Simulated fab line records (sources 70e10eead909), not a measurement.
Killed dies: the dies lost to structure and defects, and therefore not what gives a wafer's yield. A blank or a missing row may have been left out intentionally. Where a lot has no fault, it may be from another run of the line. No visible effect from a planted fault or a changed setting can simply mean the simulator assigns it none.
Which tool is to blame? | flow nandHarc | 12 lots with 36 wafers sampled at 5 steps, on a route of 1302 steps

WHAT EACH GAUGE READ, for each wafer
NHARC_A_CONTACT_INSPECT_71.
lot  | measured     | on               | rawDefectCount
L075 | day 22 01:55 | defectInspect-02 | 104 133 86
L077 | day 22 13:22 | defectInspect-02 | 73 63 79
L079 | day 23 20:46 | defectInspect-02 | 176 174 141
L082 | day 25 01:45 | defectInspect-01 | 151 164 158
L083 | day 26 03:39 | defectInspect-02 | 105 130 134
L084 | day 26 20:41 | defectInspect-01 | 38 36 40
L087 | day 27 22:44 | defectInspect-02 | 51 42 63
L090 | day 28 02:08 | defectInspect-01 | 89 95 102
L091 | day 29 01:43 | defectInspect-02 | 67 56 55
L094 | day 29 19:46 | defectInspect-01 | 136 104 104
L095 | day 30 07:15 | defectInspect-01 | 29 30 38
L096 | day 30 21:12 | defectInspect-02 | 23 13 14

WHAT TOOL EACH LOT RAN ON (gives the tool, then ch and the chambers of the sampled wafers, and finally the start)
lot  | NHARC_A_CONTACT_ETCH_112           | NHARC_A_CONTACT_ETCH_113           | NHARC_A_CONTACT_ETCH_114           | NHARC_A_CONTACT_ETCH_96
L075 | harCapEtch-02 ch 0,1, day 21 17:27 | harCapEtch-02 ch 0,1, day 21 17:37 | harCapEtch-02 ch 0,1, day 21 17:47 | rieDiel-05 ch 0,1, day 22 01:55 or earlier
L077 | harCapEtch-02 ch 0,1, day 22 03:01 | harCapEtch-02 ch 0,1, day 22 03:14 | harCapEtch-02 ch 0,1, day 22 03:28 | rieDiel-05 ch 0,1, day 22 13:22 or earlier
L079 | harCapEtch-03 ch 0,1, day 23 12:35 | harCapEtch-03 ch 0,1, day 23 12:46 | harCapEtch-03 ch 0,1, day 23 12:56 | rieDiel-06 ch 0,1,3, day 23 20:46 or earlier
L082 | harCapEtch-02 ch 0,1, day 24 14:18 | harCapEtch-02 ch 0,1, day 24 14:28 | harCapEtch-02 ch 0,1, day 24 14:38 | rieDiel-06 ch 0,1,2, day 25 01:45 or earlier
L083 | harCapEtch-01 ch 0,1, day 25 18:29 | harCapEtch-01 ch 0,1, day 25 18:39 | harCapEtch-01 ch 0,1, day 25 18:49 | rieDiel-05 ch 0,2,3, day 26 03:39 or earlier
L084 | harCapEtch-02 ch 0, day 26 12:24   | harCapEtch-02 ch 0, day 26 12:35   | harCapEtch-02 ch 0, day 26 12:45   | rieDiel-05 ch 0,3, day 26 20:41 or earlier
L087 | harCapEtch-01 ch 0,1, day 27 12:44 | harCapEtch-01 ch 0,1, day 27 12:55 | harCapEtch-01 ch 0,1, day 27 13:05 | rieDiel-05 ch 0,2,3, day 27 22:44 or earlier
L090 | harCapEtch-02 ch 0,1, day 27 16:10 | harCapEtch-02 ch 0,1, day 27 16:20 | harCapEtch-02 ch 0,1, day 27 16:30 | rieDiel-05 ch 0,1,3, day 28 02:08 or earlier
L091 | harCapEtch-01 ch 0,1, day 28 17:40 | harCapEtch-01 ch 0,1, day 28 17:50 | harCapEtch-01 ch 0,1, day 28 18:01 | rieDiel-12 ch 1,2,3, day 29 01:43 or earlier
L094 | harCapEtch-01 ch 0,1, day 29 08:43 | harCapEtch-01 ch 0,1, day 29 08:53 | harCapEtch-01 ch 0,1, day 29 09:03 | rieDiel-06 ch 1,2,3, day 29 19:46 or earlier
L095 | harCapEtch-03 ch 0,1, day 29 23:08 | harCapEtch-03 ch 0,1, day 29 23:19 | harCapEtch-03 ch 0,1, day 29 23:29 | rieDiel-05 ch 0,1, day 30 07:15 or earlier
L096 | harCapEtch-01 ch 0,1, day 30 12:48 | harCapEtch-01 ch 0,1, day 30 12:58 | harCapEtch-01 ch 0,1, day 30 13:08 | rieDiel-05 ch 0,3, day 30 21:12 or earlier
- NHARC_A_CONTACT_ETCH_112: etches the open film in C4F8/O2/Ar, time 190 s, target depth 1850 nm.
- NHARC_A_CONTACT_ETCH_113: etches the open film in C4F8/O2/Ar, time 190 s, target depth 1850 nm.
- NHARC_A_CONTACT_ETCH_114: etches the open film in C4F8/O2/Ar, time 190 s, target depth 1850 nm.
- NHARC_A_CONTACT_ETCH_96: etches the open film in C4F6/O2, target depth 20 nm, time 10 s.

THE ANSWER, worked out from the rows above alone
Rule: the lots themselves supply what counts as usual. The widest of any qualifying gaps counts: lots, ordered by their means at a reading, are off when they make up no more than a third of the lots, leave a main group of 4 or more, and stand apart from it by 3 or more times the standard deviation of that group's means. Not used: any main group whose means are identical at the precision the tables above print for the reading. Also off: a lot with no number at a reading for which 4 or more lots have one. Any other lot the step has rows for is counted as sound.
Across all readings shown, no lot is off: no conclusion can be drawn from this.

WHAT THE SIMULATOR HAD PUT IN
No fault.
